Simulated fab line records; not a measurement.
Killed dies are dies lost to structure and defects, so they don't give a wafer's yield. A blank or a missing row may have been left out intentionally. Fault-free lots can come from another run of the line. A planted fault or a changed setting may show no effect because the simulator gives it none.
fab line records	flow n5_finfet
record: lots: 24	wafers: 72	last_day: 18
route steps=1938 shown BEOL_M14@1756 BEOL_M15@1805 MIM_TOP@1834
lots untouched by any fault: they come from a run of this same line in which no faults occurred
start_h: the number of hours between the record's first day and the start of the first shown wafer of the lot	wait_h: hours since the lot's step before	" unchanged from the row above	L1.1+2: one row covering several wafers at once	- value missing, or start not given	* or withheld: withheld	< > ~ a bound
route shown NAME@n: a module of which the file shows steps, and the number in the route of the first	usual: the fault-free wafers' mean and standard deviation	same: alike in all rows	chamber/n: place in a boat	sites: readings site by site	_std_site: how widely they spread, as a standard deviation	_edge_site: outer sites' mean less inner sites'	radius_mm: how far each site lies from the wafer's centre	mask NAME#n: copy n	behind: the tool/chamber that last shaped the wafer	hold: why the lot was held/for how many hours/how that ended	device: the n, p or np transistor that did not switch	end of line: the tests these same wafers got at the end of their route	for a step that has no rows: nothing shown but its recipe	killed: the dies lost at the first sort to structure and to defects; this is not the yield of the wafer	map: shows each die of a wafer: x if killed, . if not, _ if none is there
set.NAME: the setting the step ran with; set.NAME@STEP: the setting that earlier step ran with	model.NAME: the simulator's own value behind a step, which no gauge read
steps of the route over a sample of lots; a table a step, a row a wafer
services: from which hour (start_h, from the record's first day; less than 0 if before it) a tool's chamber was out of use, for how many hours, and why
== steps ==
step: N5_BEOL_M14_STRIP_37
recipe: chemistry: O2	power_w: 600	temp_c: 60	pressure_mtorr: 30	rf_frequency_hz: 6e+07	bias_power_w: 0	overash_fraction: 0.3	o2_flow_sccm: 225
usual: drypump_motor_current_A: 5.7/0.32	o2_flow_sccm: 224.8/0.65	oes_product_au: 0.79/0.085	rf_vpp_V: 3.7/1	showerhead_plenum_p_Torr: 2.11/0.08	throttle_valve_pct: 16.70/0.17
same: bias_power_w: 0
lot.wafer	tool	chamber	start_h	wait_h	drypump_motor_current_A	o2_flow_sccm	oes_product_au	rf_hours_counter_h	rf_vpp_V	showerhead_plenum_p_Torr	throttle_valve_pct
L074.1	rie_diel-05	3	271.96	8.4	5.3	224.4	0.88	38	2.6	2.03	16.78
L074.3	"	1	"	"	5.8	224.7	0.83	74	3.1	2.15	16.51
L074.5	"	2	"	"	5.8	224.5	0.88	-	3.8	2.03	16.83
L075.3	rie_diel-03	2	274.29	1.2	5.7	224.6	0.73	201	2.9	1.99	16.70
L075.4	"	0	"	"	5.5	225.6	0.67	228	4.8	2.15	17.16
L075.6	"	2	"	"	5.7	224.4	0.72	-	3.5	1.99	16.73
L077.1	rie_diel-03	0	282.24	3.1	5.5	224.3	0.67	231	4.7	2.15	17.17
L077.3	"	3	"	"	5.7	224.8	0.80	100	3.2	2.11	16.57
L077.5	"	2	"	"	5.7	224.7	0.72	-	4.4	1.99	16.71
L076.1	rie_diel-03	3	283.50	0.1	5.6	225.7	0.81	101	2.9	2.11	16.57
L076.3	"	0	"	"	5.5	224.1	0.67	232	4.5	2.15	17.18
L076.6	"	2	"	"	5.7	224.9	0.73	-	3.2	1.99	16.74
L079.3	rie_diel-01	0	296.40	7.9	6.2	224.8	0.73	169	4.8	2.07	16.77
L079.4	"	1	"	"	6.0	225.3	0.74	-	2.9	2.21	16.74
L079.6	"	0	"	"	6.2	224.3	0.74	-	3.1	2.07	16.74
L078.2	rie_diel-03	3	302.35	3.5	5.6	225.5	0.77	108	3.3	2.11	16.60
L078.4	"	3	"	"	5.6	225.6	0.78	-	1.0	2.11	16.60
L078.5	"	1	"	"	5.4	225.2	0.97	-	4.8	2.23	16.55
L080.1	rie_diel-01	2	302.39	0.9	6.2	225.1	0.87	61	3.7	2.11	16.58
L080.2	"	0	"	"	6.2	225.4	0.75	171	3.3	2.07	16.76
L080.6	"	0	"	"	6.2	225.5	0.73	-	2.3	2.07	16.76
L081.2	rie_diel-03	3	308.71	0.5	5.6	226.0	0.79	111	2.3	2.11	16.60
L081.4	"	0	"	"	5.6	224.9	0.67	237	3.7	2.15	17.17
L081.5	"	1	"	"	5.4	226.3	0.97	-	3.3	2.23	16.57
L082.2	rie_diel-03	3	311.03	0.4	5.6	225.9	0.79	112	4.0	2.11	16.59
L082.4	"	1	"	"	5.3	224.0	0.98	6	3.0	2.22	16.56
L082.6	"	2	"	"	5.7	224.9	0.71	-	4.6	1.99	16.71
L083.2	rie_diel-01	1	320.64	2.1	5.9	224.9	0.75	161	2.5	2.21	16.79
L083.4	"	3	"	"	5.1	224.7	0.86	-	5.7	2.22	16.44
L083.5	"	2	"	"	6.2	223.8	0.88	-	3.6	2.11	16.59
L084.1	rie_diel-03	3	320.66	0.4	5.6	224.3	0.79	116	4.9	2.11	16.60
L084.3	"	1	"	"	5.4	224.5	0.95	9	1.9	2.22	16.61
L084.4	"	0	"	"	5.5	226.2	0.68	242	2.6	2.15	17.18
L085.3	rie_diel-03	3	336.31	0.4	5.6	224.5	0.76	120	2.2	2.10	16.62
L085.5	"	3	"	"	5.6	225.1	0.77	-	4.1	2.10	16.61
L085.6	"	1	"	"	5.4	224.8	0.93	-	2.9	2.22	16.57
L087.2	rie_diel-01	3	339.85	0.3	5.2	224.5	0.84	51	4.4	2.21	16.44
L087.4	"	1	"	"	5.9	225.0	0.73	169	1.5	2.20	16.78
L087.6	"	0	"	"	6.2	224.4	0.73	-	2.7	2.07	16.80
L088.2	rie_diel-01	3	342.44	2.8	5.1	224.3	0.85	53	3.5	2.21	16.48
L088.3	"	2	"	"	6.1	225.8	0.87	77	3.7	2.10	16.60
L088.5	"	1	"	"	6.0	224.9	0.73	-	5.5	2.20	16.77
L086.1	rie_diel-01	2	343.43	2.2	6.2	223.6	0.87	77	3.4	2.10	16.58
L086.2	"	1	"	"	5.9	225.5	0.74	171	3.9	2.20	16.84
L086.5	"	0	"	"	6.2	225.0	0.73	-	5.7	2.07	16.78
L089.2	rie_diel-03	2	348.08	0.1	5.7	223.5	0.71	230	2.4	1.98	16.80
L089.4	"	1	"	"	5.4	224.8	0.91	-	3.1	2.22	16.60
L089.6	"	3	"	"	5.6	223.7	0.78	-	2.3	2.10	16.61
L091.2	rie_diel-03	2	354.76	3.0	5.7	224.6	0.70	232	3.9	1.98	16.75
L091.4	"	1	"	"	5.4	226.4	0.91	-	4.4	2.22	16.61
L091.6	"	3	"	"	5.6	225.4	0.77	-	4.4	2.10	16.64
L090.1	rie_diel-05	3	358.63	0.6	5.3	225.7	0.84	74	3.5	2.01	16.83
L090.5	"	0	"	"	5.8	223.8	0.71	-	4.2	2.04	16.68
L090.6	"	1	"	"	5.8	225.5	0.81	-	3.3	2.14	16.55
L092.2	rie_diel-01	2	371.52	1.7	6.2	223.8	0.83	82	2.3	2.10	16.62
L092.5	"	3	"	"	5.1	224.6	0.83	-	2.8	2.21	16.47
L092.6	"	2	"	"	6.2	223.8	0.85	-	4.3	2.10	16.62
L093.3	rie_diel-03	1	373.60	3.1	5.4	224.9	0.90	33	3.3	2.22	16.64
L093.4	"	0	"	"	5.6	224.3	0.99	4	4.5	2.14	16.72
L093.5	"	0	"	"	5.6	225.5	0.99	-	3.3	2.14	16.75
L094.4	rie_diel-05	1	377.68	0.1	5.8	225.5	0.81	-	5.1	2.13	16.60
L094.5	"	3	"	"	5.3	225.5	0.80	-	3.7	2.01	16.88
L094.6	"	2	"	"	5.9	226.0	0.80	-	4.0	2.02	16.94
L095.1	rie_diel-01	2	385.47	0.0	6.2	225.3	0.83	87	2.6	2.10	16.64
L095.5	"	0	"	"	6.2	225.0	0.74	-	5.1	2.06	16.80
L095.6	"	1	"	"	5.9	225.4	0.72	-	5.5	2.20	16.83
L097.1	rie_diel-01	2	406.61	2.4	6.2	224.5	0.82	94	3.8	2.10	16.64
L097.4	"	3	"	"	5.1	225.2	0.82	71	2.7	2.21	16.54
L097.5	"	2	"	"	6.2	224.7	0.85	-	3.4	2.10	16.62
L096.1	rie_diel-03	1	416.03	3.4	5.4	224.5	0.86	49	3.3	2.21	16.63
L096.2	"	3	"	"	5.6	223.7	0.74	150	5.6	2.09	16.64
L096.3	"	0	"	"	5.5	225.9	0.97	16	3.9	2.14	16.72
step: N5_BEOL_M15_OVL_MEAS_29
recipe: points_per_wafer: 44
usual: M15_OVL: 1/6.1
lot.wafer	tool	chamber	start_h	wait_h	M15_OVL[nm]
L074.1	overlay-02	0	276.07	0.0	0
L074.3	"	0	"	"	-1
L074.5	"	0	"	"	5
L075.3	overlay-02	0	278.86	0.0	2
L075.4	"	0	"	"	14
L075.6	"	0	"	"	10
L077.1	overlay-01	0	286.66	0.0	0
L077.3	"	0	"	"	5
L077.5	"	0	"	"	3
L076.1	overlay-01	0	288.76	0.0	5
L076.3	"	0	"	"	15
L076.6	"	0	"	"	7
L079.3	overlay-02	0	300.50	0.0	8
L079.4	"	0	"	"	-3
L079.6	"	0	"	"	2
L078.2	overlay-01	0	306.40	0.0	3
L078.4	"	0	"	"	2
L078.5	"	0	"	"	-2
L080.1	overlay-02	0	307.36	0.0	5
L080.2	"	0	"	"	9
L080.6	"	0	"	"	-1
L081.2	overlay-01	0	313.07	0.0	11
L081.4	"	0	"	"	11
L081.5	"	0	"	"	3
L082.2	overlay-02	0	315.19	0.0	14
L082.4	"	0	"	"	3
L082.6	"	0	"	"	8
L083.2	overlay-02	0	324.60	0.0	2
L083.4	"	0	"	"	0
L083.5	"	0	"	"	8
L084.1	overlay-01	0	324.95	0.0	-8
L084.3	"	0	"	"	-8
L084.4	"	0	"	"	6
L085.3	overlay-02	0	340.52	0.1	-1
L085.5	"	0	"	"	-3
L085.6	"	0	"	"	-11
L087.2	overlay-01	0	344.04	0.0	-5
L087.4	"	0	"	"	4
L087.6	"	0	"	"	3
L088.2	overlay-02	0	346.72	0.0	8
L088.3	"	0	"	"	-2
L088.5	"	0	"	"	1
L086.1	overlay-01	0	347.53	0.0	-9
L086.2	"	0	"	"	-5
L086.5	"	0	"	"	-13
L089.2	overlay-02	0	352.21	0.0	-15
L089.4	"	0	"	"	-11
L089.6	"	0	"	"	-7
L091.2	overlay-02	0	359.18	0.0	8
L091.4	"	0	"	"	7
L091.6	"	0	"	"	1
L090.1	overlay-01	0	363.39	0.1	3
L090.5	"	0	"	"	-3
L090.6	"	0	"	"	-9
L092.2	overlay-02	0	376.18	0.0	0
L092.5	"	0	"	"	3
L092.6	"	0	"	"	-4
L093.3	overlay-01	0	377.91	0.0	-3
L093.4	"	0	"	"	3
L093.5	"	0	"	"	-7
L094.4	overlay-02	0	383.46	0.0	4
L094.5	"	0	"	"	-1
L094.6	"	0	"	"	2
L095.1	overlay-02	0	389.23	0.0	1
L095.5	"	0	"	"	7
L095.6	"	0	"	"	2
L097.1	overlay-01	0	411.46	0.0	0
L097.4	"	0	"	"	7
L097.5	"	0	"	"	4
L096.1	overlay-01	0	420.01	0.0	-8
L096.2	"	0	"	"	-9
L096.3	"	0	"	"	-9
step: N5_BEOL_M15_TRENCH_ETCH_34
recipe: chemistry: C4F8/O2/Ar	target: SiO2	target_depth_a: 8729.3	he_inner_torr: 15	he_outer_torr: 30	time_s: 199	ion_energy_ev: 800	pressure_mtorr: 20	source_w: 1905	bias_w: 2040	Ar_flow_sccm: 400	C4F8_flow_sccm: 16	O2_flow_sccm: 12
usual: drypump_motor_current_A: 5.5/0.46	mfc_ar_sccm: 400.1/1.2	oes_product_au: 0.80/0.079	rf_vpp_V: 2221/54	showerhead_plenum_p_Torr: 3.40/0.11	throttle_valve_pct: 31.0/0.43
lot.wafer	tool	chamber	start_h	wait_h	drypump_motor_current_A	mfc_ar_sccm	oes_product_au	rf_hours_counter_h	rf_vpp_V	showerhead_plenum_p_Torr	throttle_valve_pct
L074.1	rie_diel-04	1	276.27	0.0	6.5	400.9	0.76	136	2339	3.40	30.2
L074.3	"	3	"	"	5.3	399.9	0.68	237	2247	3.56	30.9
L074.5	"	1	"	"	6.5	400.8	0.75	-	2338	3.40	30.2
L075.3	rie_diel-04	1	279.00	0.0	6.5	400.7	0.76	137	2339	3.40	30.2
L075.4	"	1	"	"	6.5	401.7	0.76	-	2339	3.40	30.2
L075.6	"	0	"	"	5.6	399.1	0.90	-	2176	3.37	31.0
L077.1	rie_diel-02	0	287.18	0.0	6.0	400.6	0.72	208	2173	3.41	31.4
L077.3	"	3	"	"	5.0	400.3	0.75	162	2261	3.33	31.7
L077.5	"	0	"	"	6.0	399.3	0.73	-	2173	3.41	31.4
L076.1	rie_diel-02	1	289.10	0.0	5.9	400.9	0.80	104	2143	3.32	30.7
L076.3	"	2	"	"	5.8	400.3	0.96	3	2253	3.37	30.5
L076.6	"	3	"	"	5.0	402.3	0.75	-	2261	3.33	31.7
L079.3	rie_diel-06	0	300.65	0.0	5.4	400.7	0.79	99	2240	3.33	31.2
L079.4	"	2	"	"	4.8	400.5	0.85	38	2198	3.54	30.9
L079.6	"	1	"	"	5.1	401.0	0.91	-	2302	3.64	30.6
L078.2	rie_diel-02	1	306.54	0.0	5.9	401.4	0.80	108	2144	3.32	30.7
L078.4	"	2	"	"	5.8	400.6	0.94	8	2251	3.36	30.4
L078.5	"	1	"	"	5.9	401.2	0.80	-	2144	3.32	30.7
L080.1	rie_diel-06	0	307.98	0.0	5.3	400.0	0.78	102	2239	3.32	31.2
L080.2	"	1	"	"	5.2	400.1	0.90	25	2302	3.64	30.7
L080.6	"	0	"	"	5.3	398.8	0.79	-	2239	3.32	31.2
L081.2	rie_diel-02	0	313.22	0.0	6.0	399.3	0.72	217	2174	3.41	31.4
L081.4	"	3	"	"	5.0	400.9	0.75	170	2259	3.33	31.7
L081.5	"	2	"	"	5.7	399.6	0.93	-	2251	3.36	30.4
L082.2	rie_diel-02	2	315.33	0.0	5.8	401.2	0.92	11	2252	3.36	30.4
L082.4	"	1	"	"	5.9	401.1	0.79	112	2144	3.32	30.7
L082.6	"	3	"	"	5.1	398.7	0.74	-	2260	3.33	31.7
L083.2	rie_diel-06	0	325.16	0.0	5.3	399.4	0.78	108	2239	3.32	31.2
L083.4	"	1	"	"	5.1	400.1	0.89	31	2302	3.64	30.7
L083.5	"	3	"	"	5.3	400.6	0.70	-	2178	3.28	31.4
L084.1	rie_diel-02	1	325.28	0.0	5.9	401.9	0.80	115	2143	3.32	30.7
L084.3	"	3	"	"	5.0	401.3	0.74	174	2260	3.32	31.7
L084.4	"	2	"	"	5.8	399.2	0.92	14	2251	3.36	30.5
L085.3	rie_diel-06	1	340.66	0.0	5.1	400.4	0.89	36	2302	3.64	30.7
L085.5	"	1	"	"	5.2	400.8	0.87	-	2301	3.64	30.7
L085.6	"	2	"	"	4.8	398.9	0.84	-	2199	3.53	30.9
L087.2	rie_diel-06	0	344.18	0.0	5.4	399.7	0.78	114	2239	3.32	31.2
L087.4	"	2	"	"	4.8	401.0	0.83	-	2195	3.53	30.9
L087.6	"	0	"	"	5.4	399.9	0.78	-	2237	3.32	31.2
L088.2	rie_diel-02	3	346.87	0.0	5.1	401.7	0.74	179	2258	3.32	31.7
L088.3	"	1	"	"	5.9	401.8	0.78	122	2142	3.31	30.7
L088.5	"	1	"	"	5.9	398.8	0.79	-	2143	3.31	30.7
L086.1	rie_diel-02	2	347.78	0.0	5.8	401.0	0.91	20	2251	3.36	30.5
L086.2	"	1	"	"	5.9	396.4	0.79	122	2143	3.31	30.7
L086.5	"	3	"	"	5.0	400.5	0.74	-	2259	3.32	31.7
L089.2	rie_diel-02	1	352.35	0.0	5.9	400.3	0.80	123	2143	3.31	30.7
L089.4	"	0	"	"	6.0	398.4	0.71	230	2173	3.40	31.4
L089.6	"	0	"	"	6.0	397.6	0.72	-	2173	3.40	31.4
L091.2	rie_diel-02	1	359.33	0.0	5.9	399.0	0.79	126	2142	3.31	30.7
L091.4	"	0	"	"	6.0	398.9	0.71	231	2174	3.40	31.4
L091.6	"	3	"	"	5.1	401.0	0.74	-	2258	3.32	31.7
L090.1	rie_diel-06	2	363.58	0.1	4.8	400.4	0.84	60	2197	3.52	30.9
L090.5	"	2	"	"	4.8	400.0	0.84	-	2197	3.52	30.9
L090.6	"	1	"	"	5.2	400.2	0.87	-	2302	3.63	30.7
L092.2	rie_diel-04	0	376.33	0.0	5.5	398.2	0.83	55	2175	3.35	31.0
L092.5	"	2	"	"	6.1	398.2	0.89	-	2219	3.52	31.1
L092.6	"	3	"	"	5.3	401.0	0.96	-	2247	3.55	30.7
L093.3	rie_diel-04	2	378.23	0.0	6.1	398.8	0.88	27	2221	3.52	31.1
L093.4	"	3	"	"	5.3	399.5	0.96	5	2248	3.55	30.8
L093.5	"	0	"	"	5.6	401.7	0.83	-	2173	3.35	31.1
L094.4	rie_diel-06	3	383.68	0.1	5.3	400.6	0.69	-	2177	3.28	31.4
L094.5	"	0	"	"	5.3	400.1	0.77	-	2238	3.31	31.2
L094.6	"	2	"	"	4.8	399.6	0.81	-	2197	3.52	30.9
L095.1	rie_diel-02	3	389.38	0.0	5.0	398.7	0.72	191	2259	3.32	31.7
L095.5	"	3	"	"	5.1	399.0	0.73	-	2259	3.31	31.7
L095.6	"	2	"	"	5.8	400.1	0.88	-	2250	3.35	30.5
L097.1	rie_diel-06	0	411.92	0.0	5.4	398.3	0.75	132	2237	3.31	31.2
L097.4	"	3	"	"	5.3	402.4	0.68	243	2177	3.27	31.4
L097.5	"	2	"	"	4.8	399.5	0.80	-	2196	3.51	30.9
L096.1	rie_diel-02	1	420.25	0.0	5.9	400.5	0.76	142	2142	3.30	30.7
L096.2	"	0	"	"	5.9	398.7	0.69	248	2171	3.39	31.4
L096.3	"	2	"	"	5.8	400.5	0.87	42	2249	3.35	30.5
step: N5_BEOL_M15_DEGAS_41
recipe: ambient: vacuum	temp_c: 300	time_s: 60
usual: heater_power_w: 470/33
lot.wafer	tool	chamber	start_h	wait_h	heater_power_w
L074.1	pvd_sputter-02	-	279.29	0.5	510
L074.3	"	-	"	"	428
L074.5	"	-	"	"	471
L075.3	pvd_sputter-01	-	285.16	0.7	494
L075.4	"	-	"	"	529
L075.6	"	-	"	"	516
L077.1	pvd_sputter-03	-	290.01	0.9	466
L077.3	"	-	"	"	512
L077.5	"	-	"	"	460
L076.1	pvd_sputter-01	-	293.15	0.6	518
L076.3	"	-	"	"	456
L076.6	"	-	"	"	417
L079.3	pvd_sputter-02	-	302.84	0.2	468
L079.4	"	-	"	"	459
L079.6	"	-	"	"	470
L078.2	pvd_sputter-01	-	307.64	0.1	521
L078.4	"	-	"	"	411
L078.5	"	-	"	"	405
L080.1	pvd_sputter-01	-	308.63	0.0	516
L080.2	"	-	"	"	419
L080.6	"	-	"	"	412
L081.2	pvd_sputter-01	-	316.52	0.4	409
L081.4	"	-	"	"	523
L081.5	"	-	"	"	411
L082.2	pvd_sputter-03	-	316.64	0.0	424
L082.4	"	-	"	"	468
L082.6	"	-	"	"	515
L083.2	pvd_sputter-01	-	326.15	0.5	515
L083.4	"	-	"	"	400
L083.5	"	-	"	"	422
L084.1	pvd_sputter-03	-	326.88	0.3	455
L084.3	"	-	"	"	471
L084.4	"	-	"	"	503
L085.3	pvd_sputter-02	-	342.56	0.9	470
L085.5	"	-	"	"	440
L085.6	"	-	"	"	465
L087.2	pvd_sputter-03	-	345.64	0.3	475
L087.4	"	-	"	"	440
L087.6	"	-	"	"	464
L088.2	pvd_sputter-01	-	348.86	0.2	412
L088.3	"	-	"	"	470
L088.5	"	-	"	"	526
L086.1	pvd_sputter-03	-	354.45	0.2	446
L086.2	"	-	"	"	477
L086.5	"	-	"	"	465
L089.2	pvd_sputter-03	-	356.03	0.3	476
L089.4	"	-	"	"	504
L089.6	"	-	"	"	433
L091.2	pvd_sputter-02	-	362.39	0.2	468
L091.4	"	-	"	"	502
L091.6	"	-	"	"	459
L090.1	pvd_sputter-01	-	365.44	0.3	482
L090.5	"	-	"	"	519
L090.6	"	-	"	"	451
L092.2	pvd_sputter-03	-	377.27	0.1	434
L092.5	"	-	"	"	510
L092.6	"	-	"	"	436
L093.3	pvd_sputter-03	-	380.84	0.3	462
L093.4	"	-	"	"	505
L093.5	"	-	"	"	467
L094.4	pvd_sputter-02	-	385.01	0.4	478
L094.5	"	-	"	"	472
L094.6	"	-	"	"	442
L095.1	pvd_sputter-01	-	390.69	0.2	482
L095.5	"	-	"	"	487
L095.6	"	-	"	"	410
L097.1	pvd_sputter-03	-	415.48	2.6	442
L097.4	"	-	"	"	479
L097.5	"	-	"	"	507
L096.1	pvd_sputter-03	-	422.27	0.2	473
L096.2	"	-	"	"	467
L096.3	"	-	"	"	515
step: N5_BEOL_M15_THK_MEAS_50
recipe: thk_meas_gauge: xrf	reads: Cu_of_BEOL_M15_ECD_47
usual: M15_THK: 854/17
lot.wafer	tool	chamber	start_h	wait_h	M15_THK[nm]
L074.1	film_metro-02	-	280.48	-	841
L074.3	"	-	"	"	844
L074.5	"	-	"	"	857
L075.3	film_metro-01	-	286.37	-	848
L075.4	"	-	"	"	847
L075.6	"	-	"	"	858
L077.1	film_metro-02	-	291.21	-	861
L077.3	"	-	"	"	874
L077.5	"	-	"	"	862
L076.1	film_metro-01	-	294.34	-	865
L076.3	"	-	"	"	863
L076.6	"	-	"	"	864
L079.3	film_metro-02	-	304.37	-	834
L079.4	"	-	"	"	818
L079.6	"	-	"	"	855
L078.2	film_metro-01	-	309.06	0.3	865
L078.4	"	-	"	"	862
L078.5	"	-	"	"	866
L080.1	film_metro-02	-	309.86	-	840
L080.2	"	-	"	"	856
L080.6	"	-	"	"	845
L081.2	film_metro-02	-	317.98	-	858
L081.4	"	-	"	"	875
L081.5	"	-	"	"	869
L082.2	film_metro-01	-	318.25	-	863
L082.4	"	-	"	"	871
L082.6	"	-	"	"	863
L083.2	film_metro-02	-	327.71	-	841
L083.4	"	-	"	"	853
L083.5	"	-	"	"	861
L084.1	film_metro-01	-	328.63	-	872
L084.3	"	-	"	"	861
L084.4	"	-	"	"	856
L085.3	film_metro-02	-	343.76	-	860
L085.5	"	-	"	"	858
L085.6	"	-	"	"	837
L087.2	film_metro-01	-	346.92	-	822
L087.4	"	-	"	"	813
L087.6	"	-	"	"	826
L088.2	film_metro-02	-	350.24	-	873
L088.3	"	-	"	"	868
L088.5	"	-	"	"	873
L086.1	film_metro-01	-	356.05	-	863
L086.2	"	-	"	"	868
L086.5	"	-	"	"	870
L089.2	film_metro-02	-	357.82	-	874
L089.4	"	-	"	"	856
L089.6	"	-	"	"	858
L091.2	film_metro-01	-	363.62	-	888
L091.4	"	-	"	"	868
L091.6	"	-	"	"	885
L090.1	film_metro-02	-	366.63	-	841
L090.5	"	-	"	"	838
L090.6	"	-	"	"	857
L092.2	film_metro-02	-	378.60	-	839
L092.5	"	-	"	"	855
L092.6	"	-	"	"	878
L093.3	film_metro-01	-	382.28	-	830
L093.4	"	-	"	"	874
L093.5	"	-	"	"	822
L094.4	film_metro-02	-	386.28	-	839
L094.5	"	-	"	"	836
L094.6	"	-	"	"	833
L095.1	film_metro-02	-	391.88	-	855
L095.5	"	-	"	"	855
L095.6	"	-	"	"	864
L097.1	film_metro-01	-	416.67	-	819
L097.4	"	-	"	"	821
L097.5	"	-	"	"	817
L096.1	film_metro-02	-	423.46	-	867
L096.2	"	-	"	"	860
L096.3	"	-	"	"	873
step: N5_MIM_TOP_ALD_00
recipe: material: Al2O3	target_thk_a: *	temp_c: withheld	ald_precursor_family: TMA	ald_co_reactant: O3	pulse_time_s: withheld	purge_time_s: 3	co_reactant_purge_time_s: withheld	co_reactant_pulse_time_s: 3	ald_cycles: withheld
usual: precursor_pulse_height_rel: 1.000/0.02
lot.wafer	tool	chamber	start_h	wait_h	precursor_pulse_height_rel
L074.1	ald_hk-01	1	282.73	0.1	0.992
L074.3	"	3	"	"	1.005
L074.5	"	3	"	"	0.974
L075.3	ald_hk-03	0	288.38	0.1	1.028
L075.4	"	2	"	"	0.997
L075.6	"	2	"	"	0.997
L077.1	ald_hk-02	0	293.18	0.1	0.985
L077.3	"	3	"	"	1.008
L077.5	"	2	"	"	1.003
L076.1	ald_hk-01	3	296.17	0.1	1.012
L076.3	"	0	"	"	0.968
L076.6	"	2	"	"	1.014
L079.3	ald_hk-02	2	306.87	0.1	0.995
L079.4	"	0	"	"	1.033
L079.6	"	0	"	"	0.994
L078.2	ald_hk-02	1	310.65	0.1	1.034
L078.4	"	2	"	"	1.028
L078.5	"	3	"	"	1.014
L080.1	ald_hk-01	0	311.67	0.1	1.049
L080.2	"	3	"	"	0.973
L080.6	"	0	"	"	1.014
L081.2	ald_hk-01	1	320.45	0.1	1.034
L081.4	"	0	"	"	1.011
L081.5	"	2	"	"	1.005
L082.2	ald_hk-03	3	320.57	0.1	1.015
L082.4	"	1	"	"	1.016
L082.6	"	0	"	"	1.006
L083.2	ald_hk-03	3	331.01	0.1	1.015
L083.4	"	2	"	"	1.028
L083.5	"	1	"	"	0.985
L084.1	ald_hk-02	2	331.73	0.1	0.994
L084.3	"	3	"	"	0.999
L084.4	"	1	"	"	1.006
L085.3	ald_hk-02	2	345.66	0.1	0.970
L085.5	"	3	"	"	1.021
L085.6	"	2	"	"	1.024
L087.2	ald_hk-02	3	348.68	0.1	0.997
L087.4	"	2	"	"	1.003
L087.6	"	0	"	"	1.005
L088.2	ald_hk-02	3	354.47	0.1	1.022
L088.3	"	2	"	"	0.977
L088.5	"	2	"	"	0.998
L086.1	ald_hk-02	0	358.63	0.1	1.006
L086.2	"	3	"	"	0.999
L086.5	"	0	"	"	0.971
L089.2	ald_hk-03	0	359.53	0.1	1.023
L089.4	"	2	"	"	1.022
L089.6	"	0	"	"	1.033
L091.2	ald_hk-01	3	365.48	0.1	1.007
L091.4	"	2	"	"	1.025
L091.6	"	0	"	"	0.991
L090.1	ald_hk-01	3	368.38	0.1	0.988
L090.5	"	2	"	"	0.971
L090.6	"	1	"	"	0.988
L092.2	ald_hk-01	2	380.88	0.1	1.011
L092.5	"	1	"	"	1.032
L092.6	"	0	"	"	0.971
L093.3	ald_hk-02	0	384.52	0.1	1.011
L093.4	"	1	"	"	0.963
L093.5	"	3	"	"	0.988
L094.4	ald_hk-03	1	390.40	0.1	0.993
L094.5	"	0	"	"	0.997
L094.6	"	1	"	"	0.995
L095.1	ald_hk-01	1	394.46	0.1	0.964
L095.5	"	2	"	"	0.993
L095.6	"	1	"	"	0.989
L097.1	ald_hk-03	1	422.01	0.1	0.995
L097.4	"	0	"	"	1.021
L097.5	"	0	"	"	1.007
L096.1	ald_hk-03	1	425.69	0.1	0.994
L096.2	"	2	"	"	0.986
L096.3	"	0	"	"	0.979
== services ==
tool	chamber	start_h	hours	kind
rie_diel-02	2	249.10	3.6	repair
rie_diel-03	-	253.52	0.4	repair
rie_diel-06	-	266.11	2.8	pm
ald_hk-01	-	271.82	0.8	repair
ald_hk-01	-	272.85	4.0	repair
ald_hk-01	-	280.30	1.6	repair
rie_diel-01	3	288.67	23.6	repair
rie_diel-03	0	293.22	10.1	repair
rie_diel-01	0	317.16	9.8	repair
rie_diel-06	3	330.98	3.6	repair
ald_hk-01	-	332.25	2.8	pm
rie_diel-03	0	336.21	4.9	repair
rie_diel-06	3	344.09	19.8	repair
rie_diel-01	-	349.21	14.6	pm
rie_diel-03	3	359.58	7.1	repair
rie_diel-06	0	359.62	9.0	repair
rie_diel-01	0	372.32	7.8	repair
rie_diel-06	1	372.98	32.4	repair
rie_diel-06	0	375.92	6.5	repair
rie_diel-03	0	390.45	5.0	repair
rie_diel-01	-	394.50	2.8	pm
rie_diel-03	-	396.96	2.8	pm
rie_diel-06	0	417.59	3.8	repair
ald_hk-01	-	421.23	8.7	pm
== key ==
fault none
